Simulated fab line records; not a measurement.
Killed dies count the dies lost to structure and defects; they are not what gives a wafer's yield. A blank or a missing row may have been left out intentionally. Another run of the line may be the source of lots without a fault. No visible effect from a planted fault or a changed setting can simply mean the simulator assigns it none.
Split-lot study	flow n5_finfet	route with 1938 steps; 7 lots, 39 wafers read

THE SPLIT
At N5_DUMMY_GATE_ETCH_37 (etches SOC in N2/H2, target depth 60 nm, overetch 30 nm), the setting source_w was moved away from the recipe's 840 W on 15 of the 39 wafers read, by -19.1% to +18.1%. This setting was run at the recipe's value on the other wafers.

Reading taken at the split's own step.

THE READING
rf_vpp_V, in V, at N5_DUMMY_GATE_ETCH_37 (etches SOC in N2/H2, target depth 60 nm, overetch 30 nm). Fault-free wafers of this fab line usually give 524.4 V, standard deviation 2.1 V.

wafer	tool, chamber at the split	source_w as run, W	against the recipe	rf_vpp_V, V	against lot-mates on the recipe
L076.1	rie_diel-06, 2	840	recipe	522.7	-
L076.2	rie_diel-06, 1	679.7	-19.1%	560.6	+36.0
L076.3	rie_diel-06, 0	679.7	-19.1%	563.4	+38.8
L076.4	rie_diel-06, 0	840	recipe	525.3	-
L076.5	rie_diel-06, 1	679.7	-19.1%	560.6	+36.0
L076.6	rie_diel-06, 2	840	recipe	525.7	-
L080.1	rie_diel-06, 3	887	+5.6%	517.5	-6.1
L080.2	rie_diel-06, 1	840	recipe	522.2	-
L080.3	rie_diel-06, 2	887	+5.6%	514.4	-9.2
L080.4	rie_diel-06, 0	840	recipe	526.3	-
L080.5	rie_diel-06, 0	887	+5.6%	516.8	-6.8
L080.6	rie_diel-06, 1	840	recipe	522.4	-
L086.1	rie_diel-06, 0	984.7	+17.2%	496.5	-28.8
L086.2	rie_diel-06, 3	984.7	+17.2%	500.8	-24.5
L086.3	rie_diel-06, 1	984.7	+17.2%	495.6	-29.7
L086.4	rie_diel-06, 2	840	recipe	523.6	-
L086.5	rie_diel-06, 3	840	recipe	528.9	-
L086.6	rie_diel-06, 0	840	recipe	523.3	-
L087.1	rie_diel-06, 3	840	recipe	528.1	-
L087.2	rie_diel-06, 0	840	recipe	524.8	-
L087.3	rie_diel-06, 2	991.9	+18.1%	496.0	-29.8
L087.4	rie_diel-06, 2	991.9	+18.1%	495.7	-30.1
L087.5	rie_diel-06, 0	840	recipe	524.5	-
L087.6	rie_diel-06, 3	991.9	+18.1%	499.3	-26.5
L090.1	rie_diel-03, 3	840	recipe	525.4	-
L090.2	rie_diel-03, 1	886.4	+5.5%	511.2	-14.0
L090.3	rie_diel-03, 0	840	recipe	524.3	-
L090.4	rie_diel-03, 3	840	recipe	525.9	-
L090.5	rie_diel-03, 0	886.4	+5.5%	513.8	-11.4
L090.6	rie_diel-03, 1	886.4	+5.5%	511.1	-14.1
L094.1	rie_diel-02, 3	840	recipe	522.3	-
L094.2	rie_diel-02, 2	840	recipe	522.5	-
L094.3	rie_diel-02, 1	840	recipe	523.2	-
L094.4	rie_diel-02, 0	840	recipe	525.5	-
L094.5	rie_diel-02, 1	840	recipe	523.7	-
L094.6	rie_diel-02, 0	840	recipe	526.4	-
L096.1	rie_diel-03, 1	840	recipe	521.5	-
L096.5	rie_diel-03, 2	840	recipe	526.2	-
L096.6	rie_diel-03, 3	840	recipe	525.7	-

FIT RESULTS
A straight line over all 39 wafers: rf_vpp_V changes by -1.72 V for each +1% of source_w; r = -0.99; the points scatter about the line by 2.6 V.
The same after taking each lot's own level away (the mean of its wafers on the recipe; 39 wafers): -1.75 V for each +1%; r = -0.99; scatter 2.5 V.
The reading moves by 33 V for the largest change in source_w, on that fit.
The span of the lots' own levels, 523.63 to 525.80 V, comes to 1.0 times the standard deviation stated above.
So the lot-to-lot level changes the slope little: the two slopes agree.
Check: +33.5 V against its lot-mates is what the line predicts for one of the wafers moved furthest among these (-19.1%) when that wafer is left out of the fit. Against them it came out at +36 V.
Tool readings at the split's step, against how far the setting was moved: rf_vpp_V r = -0.99.

THE FILE'S OWN FIT
rf_vpp_V changes by -1.73 V for each +1% of source_w, r = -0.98.
